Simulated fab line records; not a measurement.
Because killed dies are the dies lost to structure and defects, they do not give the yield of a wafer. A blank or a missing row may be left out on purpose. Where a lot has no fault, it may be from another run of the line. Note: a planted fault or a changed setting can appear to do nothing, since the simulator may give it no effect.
Split-lot experiment    flow n5 finfet    route with 1938 steps; 7 lots, 21 wafers read

## ABOUT THE SPLIT
At N5_SD_EPI_P_EPI_21 (deposits SiGe:B, time 355 s), the setting time s was moved away from the recipe's 355 s on 6 of the 21 wafers read, by -17.1% to +16.1%. This setting was run at the recipe's value on the other wafers.

The split's own step is where the reading is taken.

## THE READING
SiGe-B_of_SD_EPI_P_EPI_21.thk nm (the simulator's own value, which no gauge read), in nm, at N5_SD_EPI_P_EPI_21 (deposits SiGe:B, time 355 s). There is no usual value for it anywhere in the file. The 15 wafers here that ran the recipe average 60.3 nm, standard deviation 0.67 nm.

wafer   tool, chamber at the split  time s as run, s  against the recipe  SiGe-B_of_SD_EPI_P_EPI_21.thk nm, nm  against lot-mates on the recipe
L074.2  epi rpcvd-04, 0             355               recipe              59.6                                  -
L074.3  epi rpcvd-04, 0             355               recipe              60                                    -
L074.6  epi rpcvd-04, 0             355               recipe              60.2                                  -
L076.1  epi rpcvd-03, 0             333.9             -5.9%               58.8                                  -2.1
L076.4  epi rpcvd-03, 0             355               recipe              61.4                                  -
L076.6  epi rpcvd-03, 0             355               recipe              60.4                                  -
L077.1  epi rpcvd-04, 0             355               recipe              60.2                                  -
L077.4  epi rpcvd-04, 0             294.2             -17.1%              53                                    -6.8
L077.5  epi rpcvd-04, 0             355               recipe              59.4                                  -
L081.1  epi rpcvd-03, 0             355               recipe              61.4                                  -
L081.3  epi rpcvd-03, 0             322.9             -9.0%               57.4                                  -4.1
L081.5  epi rpcvd-03, 0             355               recipe              61.6                                  -
L082.2  epi rpcvd-04, 0             412.2             +16.1%              67                                    +7.4
L082.4  epi rpcvd-04, 0             355               recipe              59.8                                  -
L082.5  epi rpcvd-04, 0             355               recipe              59.4                                  -
L089.1  epi rpcvd-03, 0             355               recipe              60.2                                  -
L089.2  epi rpcvd-03, 0             355               recipe              60.2                                  -
L089.3  epi rpcvd-03, 0             323.9             -8.8%               57.4                                  -2.8
L090.2  epi rpcvd-04, 0             355               recipe              60.6                                  -
L090.3  epi rpcvd-04, 0             355               recipe              60.6                                  -
L090.5  epi rpcvd-04, 0             397.5             +12.0%              65.4                                  +4.8

FIT RESULTS
A straight line over all 21 wafers: SiGe-B_of_SD_EPI_P_EPI_21.thk nm changes by +0.4 nm for each +1% of time s; r = +0.97; the points scatter about the line by 0.67 nm.
The same after taking each lot's own level away (the mean of its wafers on the recipe; 21 wafers): +0.414 nm for each +1%; r = +0.99; scatter 0.37 nm.
Per that fit: largest time s move, reading shift of 7.1 nm.
From 59.60 to 61.50 nm: that is the span of the lots' own levels, equal to 2.8 times the standard deviation above.
So the lot-to-lot level changes the slope little: the two slopes agree.
Check: for one of the wafers moved furthest among these (-17.1%), held out of the fit, the line's prediction against its lot-mates is -7.12 nm. Against them it came out at -6.8 nm.

## OTHER SPLITS APPLIED TO THESE WAFERS
Other splits were also applied to these wafers ahead of the reading. Each is held against what the fit with the lots' levels taken away leaves over:
other split on the same wafers           wafers away from the commonest value  r with SiGe-B_of_SD_EPI_P_EPI_21.thk nm (lot level and that fit taken away)
N5_ZERO_LAYER_EXPOSE_08 dose mj          9                                     +0.11
N5_ZERO_LAYER_DEVELOP_10 develop time s  10                                    -0.30
N5_FIN_SAQP_SPACER1_ALD_24 ald cycles    7                                     -0.22
N5_FIN_SAQP_ETCH_65 time s               6                                     -0.32
N5_DUMMY_GATE_DESCUM_20 time s           6                                     +0.17
N5_DUMMY_GATE_ETCH_37 source w           9                                     -0.32
N5_SPACER0_ALD_00 ald cycles             11                                    +0.08

## THE WHOLE CHAIN: every reading that the file lists as answering this split, in the file's order
step                     what it does                 reading                                                                            change (the file's fit)                r (the file's)
N5_SD_EPI_P_EPI_21       deposits SiGe:B, time 355 s  SiGe-B_of_SD_EPI_P_EPI_21.thk nm (the simulator's own value, which no gauge read)  +0.413 nm for each +1% of the setting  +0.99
N5_SD_EPI_P_EPI_MEAS_23                               thk nm                                                                             withheld for each +1% of the setting   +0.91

## FILE'S OWN FIT
SiGe-B_of_SD_EPI_P_EPI_21.thk nm changes by +0.413 nm for each +1% of time s, r = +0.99.
